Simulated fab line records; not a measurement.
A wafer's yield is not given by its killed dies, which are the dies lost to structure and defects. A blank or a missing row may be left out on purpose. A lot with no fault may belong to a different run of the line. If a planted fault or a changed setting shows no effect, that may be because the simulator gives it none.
A lot that was struck, set against a sound lot    flow nand-harc    15 steps out of a route of 1302
Sound: these wafers, L797.1, L797.2, L797.6. The struck wafers were L808.1, L808.3, L808.4. Last of all comes the cause.
Per side, at each step with rows, come the tool, then ch with its chambers, and then its first start. Under that, the readings that differ: sound wafers    struck wafers    difference of the means    sigmas: that difference in standard deviations of wafers without a fault.
alike: words and numbers the same on both sides, and readings whose means are apart by under 2 such deviations; not compared: readings that were withheld, readings missing a value for some wafer, numbers with overlapping values and no deviation given by the record, and bounds like >300 which may hide the same value.
A row with sigmas, a row that says differs or no value, or rows on one side alone: a step with any of these is where the two part. Non-overlapping numbers with no deviation appear without sigmas and do not part them. A reading missing from all wafers of one side parts the sides only when that side holds two or more wafers.

NHARC_A_DECK1_JOINT_CMP_02: polishes SiOx.
  sound on cmp-03 ch 0,1,3, day 14 01:36; struck on cmp-02 ch 0,1,3, day 18 14:31
  alike: edge-zone-pressure-frac, motor-current-A
  not compared: pad-life-wafers
then, 1 step without rows for these wafers: NHARC_A_DECK1_JOINT_SRD_15.
NHARC_A_DECK1_JOINT_DEP_16: deposits SiO2, target thk 45 nm.
  sound on pecvd-03 ch 0,1,2, day 14 01:58; struck on pecvd-02 ch 1,2, day 18 14:54
  alike: heater-power-w, throttle-valve-pct
NHARC_A_DECK1_JOINT_THK_MEAS_17: measures by ellipsometry.
  struck on film-metro-01, day 18 15:11; sound on film-metro-02, day 14 02:15
  alike: thk-nm
NHARC_A_DECK1_JOINT_INSPECT_05:
  struck on defect-inspect-02, day 18 15:13; sound on defect-inspect-02, day 14 02:17
  alike: raw-defect-count
following that, 1 step holds no rows for these wafers, namely NHARC_A_ONON_D2_DEP_00 (target thickness 1000 nm).
NHARC_A_ONON_D2_THK_MEAS_02: measures by ellipsometry.
  struck on film-metro-01, day 18 15:47; sound on film-metro-02, day 14 02:52
reading      sound        struck          difference  sigmas
thk-nm (nm)  977 979 978  1000 1000 1000  +22         +2
following that, 1 step holds no rows for these wafers, namely NHARC_A_ONON_D2_DEP_03 (target thickness 1000 nm).
NHARC_A_ONON_D2_THK_MEAS_05: measures by ellipsometry.
  struck on film-metro-01, day 18 16:21; sound on film-metro-02, day 14 03:26
reading      sound           struck       difference  sigmas
thk-nm (nm)  1009 1008 1007  984 985 985  -23         -2
following that, 1 step holds no rows for these wafers, namely NHARC_A_ONON_D2_DEP_06 (target thickness 1000 nm).
NHARC_A_ONON_D2_THK_MEAS_08: measures by ellipsometry.
  struck on film-metro-02, day 18 16:55; sound on film-metro-02, day 14 03:59
reading      sound        struck          difference  sigmas
thk-nm (nm)  993 993 992  1018 1015 1014  +23         +2
NHARC_A_ONON_D2_DEP_09: target thk 1000 nm.
  sound on pecvd-onon-01 ch 0, day 14 04:03; struck on pecvd-onon-02 ch 0, day 18 16:58
  alike: n2-flow-sccm, n2o-flow-sccm, nh3-flow-sccm
NHARC_A_ONON_D2_THK_MEAS_11: measures by ellipsometry.
  struck on film-metro-02, day 18 17:29; sound on film-metro-02, day 14 04:34
reading      sound        struck       difference  sigmas
thk-nm (nm)  995 993 993  694 695 694  -299        -37
following that, 1 step holds no rows for these wafers, namely NHARC_A_ONON_D2_DEP_12 (target thickness 1000 nm).
-- jump in the record: it breaks off in module A_ONON_D2 and resumes in module END (first step shown: number 1302 of the route), and 12 days separate the struck wafers' starts before and after --
NHARC_END_SORT_01:
  at this point the record logs the struck wafers (prober-01 ch 0, day 30 09:39) and has no rows for the sound ones

WHERE THEY PART
Last at NHARC_END_SORT_01 as far as this record goes, first at NHARC_A_ONON_D2_THK_MEAS_02.

WHY: what the simulator had put in
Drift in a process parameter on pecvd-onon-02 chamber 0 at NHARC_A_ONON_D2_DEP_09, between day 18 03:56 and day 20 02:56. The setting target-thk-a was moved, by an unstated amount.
